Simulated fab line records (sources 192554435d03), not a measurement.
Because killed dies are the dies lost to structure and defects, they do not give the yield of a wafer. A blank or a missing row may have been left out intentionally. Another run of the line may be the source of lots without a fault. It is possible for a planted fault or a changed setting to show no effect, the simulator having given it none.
Matching of chambers / flow n5-finfet / N5_MOL_CONTACT_COAG_CMP_52 on cmp-01: 4 sister chambers
The step polishes, stops on SiO2, t overpolish 1.5 s, target thk 66.5 nm. 16 wafers are shown with their chamber, then 8 later ones without.

## WAFERS WITH THEIR CHAMBER
wafer=L077.2; chamber=2; motor-current-A (A)=9.6; time-to-endpoint-s (s)=15.7; overpolish-run-s (s)=1.506
wafer=L077.4; chamber=0; motor-current-A (A)=11.3; time-to-endpoint-s (s)=12.4; overpolish-run-s (s)=1.513
wafer=L077.6; chamber=2; motor-current-A (A)=9.5; time-to-endpoint-s (s)=18.7; overpolish-run-s (s)=1.501
wafer=L081.1; chamber=2; motor-current-A (A)=9.4; time-to-endpoint-s (s)=13.4; overpolish-run-s (s)=1.497
wafer=L081.2; chamber=1; motor-current-A (A)=12.3; time-to-endpoint-s (s)=10.5; overpolish-run-s (s)=1.484
wafer=L081.4; chamber=0; motor-current-A (A)=12.3; time-to-endpoint-s (s)=7.5; overpolish-run-s (s)=1.484
wafer=L085.1; chamber=3; motor-current-A (A)=11.7; time-to-endpoint-s (s)=10.5; overpolish-run-s (s)=1.514
wafer=L085.3; chamber=1; motor-current-A (A)=12.1; time-to-endpoint-s (s)=11.3; overpolish-run-s (s)=1.495
wafer=L085.5; chamber=0; motor-current-A (A)=12.2; time-to-endpoint-s (s)=8.2; overpolish-run-s (s)=1.499
wafer=L088.1; chamber=1; motor-current-A (A)=12.4; time-to-endpoint-s (s)=11.9; overpolish-run-s (s)=1.499
wafer=L088.4; chamber=3; motor-current-A (A)=12.0; time-to-endpoint-s (s)=13.2; overpolish-run-s (s)=1.498
wafer=L088.5; chamber=1; motor-current-A (A)=12.1; time-to-endpoint-s (s)=10.9; overpolish-run-s (s)=1.497
wafer=L090.3; chamber=1; motor-current-A (A)=11.6; time-to-endpoint-s (s)=10.4; overpolish-run-s (s)=1.508
wafer=L090.4; chamber=2; motor-current-A (A)=9.5; time-to-endpoint-s (s)=15.7; overpolish-run-s (s)=1.499
wafer=L090.6; chamber=3; motor-current-A (A)=12.2; time-to-endpoint-s (s)=12.6; overpolish-run-s (s)=1.514
wafer=L091.2; chamber=3; motor-current-A (A)=11.8; time-to-endpoint-s (s)=11.0; overpolish-run-s (s)=1.503

SIGNATURES (means of the wafers above)
reading=motor-current-A; chamber 0=11.933; chamber 1=12.100; chamber 2=9.500; chamber 3=11.925; scatter within a chamber=0.31
reading=time-to-endpoint-s; chamber 0=9.367; chamber 1=11.000; chamber 2=15.875; chamber 3=11.825; scatter within a chamber=1.7
reading=overpolish-run-s; chamber 0=1.49867; chamber 1=1.49660; chamber 2=1.50075; chamber 3=1.50725; scatter within a chamber=0.00893
Rule: a wafer's distance from a chamber is the root of the sum, over the readings, of the square of ((its reading less the chamber's mean) divided by the reading's scatter). The wafer belongs to the nearest chamber; if the next one is less than 2 further off, it can't be placed. How the scatter is found: for the shown wafers, subtract from each reading the mean of its chamber, square and add these, divide the total by (wafers less chambers), then take the root.

## WAFERS WITHOUT THEIR CHAMBER
wafer=L091.3; motor-current-A (A)=9.3; time-to-endpoint-s (s)=13.0; overpolish-run-s (s)=1.496
wafer=L091.5; motor-current-A (A)=12.1; time-to-endpoint-s (s)=11.3; overpolish-run-s (s)=1.505
wafer=L095.2; motor-current-A (A)=12.6; time-to-endpoint-s (s)=12.0; overpolish-run-s (s)=1.510
wafer=L095.5; motor-current-A (A)=11.6; time-to-endpoint-s (s)=12.5; overpolish-run-s (s)=1.485
wafer=L095.6; motor-current-A (A)=11.9; time-to-endpoint-s (s)=8.1; overpolish-run-s (s)=1.496
wafer=L097.2; motor-current-A (A)=12.1; time-to-endpoint-s (s)=12.9; overpolish-run-s (s)=1.506
wafer=L097.3; motor-current-A (A)=12.4; time-to-endpoint-s (s)=9.8; overpolish-run-s (s)=1.483
wafer=L097.6; motor-current-A (A)=11.6; time-to-endpoint-s (s)=9.9; overpolish-run-s (s)=1.499

## WHICH CHAMBER EACH WENT THROUGH
wafer=L091.3; from the rows above=2; in truth=2
wafer=L091.5; from the rows above=can't be placed: 3 or 1 or 0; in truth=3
wafer=L095.2; from the rows above=can't be placed: 3 or 1 or 0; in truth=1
wafer=L095.5; from the rows above=can't be placed: 1 or 0 or 3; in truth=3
wafer=L095.6; from the rows above=can't be placed: 0 or 1 or 3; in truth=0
wafer=L097.2; from the rows above=can't be placed: 3 or 1 or 0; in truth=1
wafer=L097.3; from the rows above=can't be placed: 1 or 0 or 3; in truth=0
wafer=L097.6; from the rows above=can't be placed: 0 or 1 or 3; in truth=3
1 of 8 placed correctly. Cannot be placed on the basis of these rows: 7; the candidates contain the true chamber in 7. Number placed wrongly: 0.
